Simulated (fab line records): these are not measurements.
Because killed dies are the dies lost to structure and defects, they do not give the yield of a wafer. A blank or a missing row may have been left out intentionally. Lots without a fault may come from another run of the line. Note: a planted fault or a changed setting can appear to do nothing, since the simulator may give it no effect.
A struck lot beside a sound one || flow nand harc || 13 steps out of a route of 1302
Sound: wafers L712.1, L712.4, L712.6. Struck: wafers L714.1, L714.2, L714.6. The cause comes at the end.
At each step with rows: each side's tool, then ch and its chambers, then its first start. Under that, the readings that differ: sound wafers || struck wafers || difference of the means || sigmas: that difference in standard deviations of wafers without a fault.
alike: readings whose means differ by less than 2 such deviations, and words and numbers that are the same on both sides. not compared: withheld readings, readings that some wafer has no value for, bounds like >300 that may hide the same value, and numbers for which the record gives no deviation and whose values overlap.
Wherever a step has rows on one side only, a row that says differs or no value, or a row with sigmas, the two part there. Non-overlapping numbers with no deviation appear without sigmas and do not part them. A reading missing from all wafers of one side parts the sides only when that side holds two or more wafers.

first, 2 steps without rows for these wafers: NHARC_A_ONON_D1_ANNEAL_15 (time 3600 s); NHARC_A_ONON_D1_DEP_16 (target thk 1000 nm).
NHARC_A_ONON_D1_THK_MEAS_18: measures by ellipsometry.
  sound: film metro-01 at day 11 10:02; struck: film metro-02 at day 12 15:42
  alike: thk nm
then, no rows for these wafers at 1 step: NHARC_A_ONON_D1_DEP_19 (target thk 1000 nm).
NHARC_A_ONON_D1_THK_MEAS_21: measures by ellipsometry.
  sound: film metro-02 at day 11 10:36; struck: film metro-02 at day 12 16:17
{"reading": "thk nm (nm)", "sound": "992 993 993", "struck": "1018 1018 1016", "difference": "+25", "sigmas": "+3"}
then, no rows for these wafers at 1 step: NHARC_A_ONON_D1_DEP_22 (target thk 1000 nm).
NHARC_A_ONON_D1_THK_MEAS_24: measures by ellipsometry.
  sound: film metro-01 at day 11 11:10; struck: film metro-02 at day 12 16:52
  alike: thk nm
then, no rows for these wafers at 1 step: NHARC_A_ONON_D1_DEP_25 (target thk 1000 nm).
NHARC_A_ONON_D1_THK_MEAS_27: measures by ellipsometry.
  sound: film metro-02 at day 11 11:44; struck: film metro-02 at day 12 17:25
  alike: thk nm
then, no rows for these wafers at 1 step: NHARC_A_ONON_D1_DEP_28 (target thk 1000 nm).
NHARC_A_ONON_D1_THK_MEAS_30: measures by ellipsometry.
  sound: film metro-01 at day 11 12:18; struck: film metro-01 at day 12 17:59
  alike: thk nm
NHARC_A_ONON_D1_DEP_33: deposits SiO2, target thk 200 nm.
  sound on pecvd-02 ch 0,1,2, day 11 12:30; struck on pecvd-02 ch 0,1, day 12 18:02
{"reading": "mfc precursor sccm (sccm)", "sound": "162.5 161.4 162.0", "struck": "142.9 143.6 143.4", "difference": -18.7, "sigmas": -35}
  alike: chamber pressure Torr, heater power w, throttle valve pct
NHARC_A_ONON_D1_THK_MEAS_34: measures by ellipsometry.
  sound: film metro-02 at day 11 12:52; struck: film metro-01 at day 12 18:27
{"reading": "thk nm (nm)", "sound": "198.6 200.1 200.4", "struck": "179.5 174.8 180.0", "difference": -21.6, "sigmas": -8}

## WHERE THEY PART
Earliest at NHARC_A_ONON_D1_THK_MEAS_21; latest, in this record, at NHARC_A_ONON_D1_THK_MEAS_34.

WHY: what the simulator had put in
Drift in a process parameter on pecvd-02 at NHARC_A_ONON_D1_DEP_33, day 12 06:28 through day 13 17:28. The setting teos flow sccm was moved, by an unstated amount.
